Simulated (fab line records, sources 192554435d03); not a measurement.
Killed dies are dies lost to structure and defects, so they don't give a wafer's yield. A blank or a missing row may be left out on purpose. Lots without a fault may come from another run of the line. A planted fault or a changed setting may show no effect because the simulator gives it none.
Which tool did it? | flow n5_finfet | 12 lots, 36 wafers sampled, at 5 steps of a route of 1938

WHAT THE GAUGES READ, wafer by wafer
N5_BEOL_M3_INSPECT_59: inspects for defects (darkfield).
lot  | measured     | on                | raw_defect_count
L074 | day 7 13:44  | defect_inspect-02 | 94 95 72
L077 | day 7 21:11  | defect_inspect-02 | 60 70 85
L079 | day 8 12:40  | defect_inspect-02 | 71 49 36
L082 | day 10 15:56 | defect_inspect-02 | 84 76 104
L084 | day 10 19:11 | defect_inspect-01 | 41 35 58
L086 | day 10 23:28 | defect_inspect-01 | 99 85 70
L088 | day 11 03:41 | defect_inspect-02 | 66 72 66
L090 | day 11 05:19 | defect_inspect-01 | 34 34 30
L092 | day 12 02:04 | defect_inspect-01 | 50 63 74
L094 | day 12 21:11 | defect_inspect-02 | 71 39 44
L096 | day 13 06:41 | defect_inspect-01 | 51 50 52
L097 | day 13 18:49 | defect_inspect-02 | 117 91 75

WHICH TOOL RAN EACH LOT (tool, then ch and the chambers of the sampled wafers, then the start)
lot  | N5_BEOL_M3_ANNEAL_80         | N5_BEOL_M3_SPUTTER_81        | N5_BEOL_M3_ANNEAL_91         | N5_BEOL_M3_SPUTTER_96
L074 | pvd_sputter-03, day 7 11:11  | pvd_sputter-03, day 7 11:20  | pvd_sputter-03, day 7 12:04  | pvd_sputter-03, day 7 12:39
L077 | pvd_sputter-03, day 7 18:37  | pvd_sputter-03, day 7 18:46  | pvd_sputter-03, day 7 19:30  | pvd_sputter-03, day 7 20:05
L079 | pvd_sputter-01, day 8 09:37  | pvd_sputter-01, day 8 09:46  | pvd_sputter-01, day 8 10:31  | pvd_sputter-01, day 8 11:05
L082 | pvd_sputter-02, day 10 13:24 | pvd_sputter-02, day 10 13:32 | pvd_sputter-02, day 10 14:17 | pvd_sputter-02, day 10 14:52
L084 | pvd_sputter-03, day 10 16:32 | pvd_sputter-03, day 10 16:40 | pvd_sputter-03, day 10 17:25 | pvd_sputter-03, day 10 17:59
L086 | pvd_sputter-01, day 10 20:23 | pvd_sputter-01, day 10 20:31 | pvd_sputter-01, day 10 21:16 | pvd_sputter-01, day 10 21:50
L088 | pvd_sputter-02, day 11 01:09 | pvd_sputter-02, day 11 01:17 | pvd_sputter-02, day 11 02:02 | pvd_sputter-02, day 11 02:37
L090 | pvd_sputter-01, day 11 02:46 | pvd_sputter-01, day 11 02:55 | pvd_sputter-01, day 11 03:39 | pvd_sputter-01, day 11 04:14
L092 | pvd_sputter-01, day 11 23:22 | pvd_sputter-01, day 11 23:31 | pvd_sputter-01, day 12 00:15 | pvd_sputter-01, day 12 00:50
L094 | pvd_sputter-02, day 12 18:40 | pvd_sputter-02, day 12 18:48 | pvd_sputter-02, day 12 19:32 | pvd_sputter-02, day 12 20:07
L096 | pvd_sputter-03, day 13 04:02 | pvd_sputter-03, day 13 04:10 | pvd_sputter-03, day 13 04:55 | pvd_sputter-03, day 13 05:29
L097 | pvd_sputter-03, day 13 16:04 | pvd_sputter-03, day 13 16:12 | pvd_sputter-03, day 13 16:56 | pvd_sputter-03, day 13 17:31
- N5_BEOL_M3_ANNEAL_80: time 240 s.
- N5_BEOL_M3_SPUTTER_81: material Cu, target thk 4.5 nm, time 8.29 s.
- N5_BEOL_M3_ANNEAL_91: time 240 s.
- N5_BEOL_M3_SPUTTER_96: material Cu, target thk 4.5 nm, time 8.29 s.

THE ANSWER, worked out from the rows above alone
Rule: what is usual is taken from the lots themselves. Put in order of their means at a reading, lots are off if they are a third of the lots or fewer, leave a main group of 4 or more, and stand apart from it by a gap of 3 or more times the standard deviation of the main group's means; of several such gaps the widest counts. A main group whose means are all the same, to the digits that the tables above print for the reading, isn't used. A lot without any number at a reading at which 4 lots or more have one is off too. The other lots that the step has rows for count as sound.
No lot is off at any reading shown: from this, nothing can be told.

WHAT THE SIMULATOR HAD PUT IN
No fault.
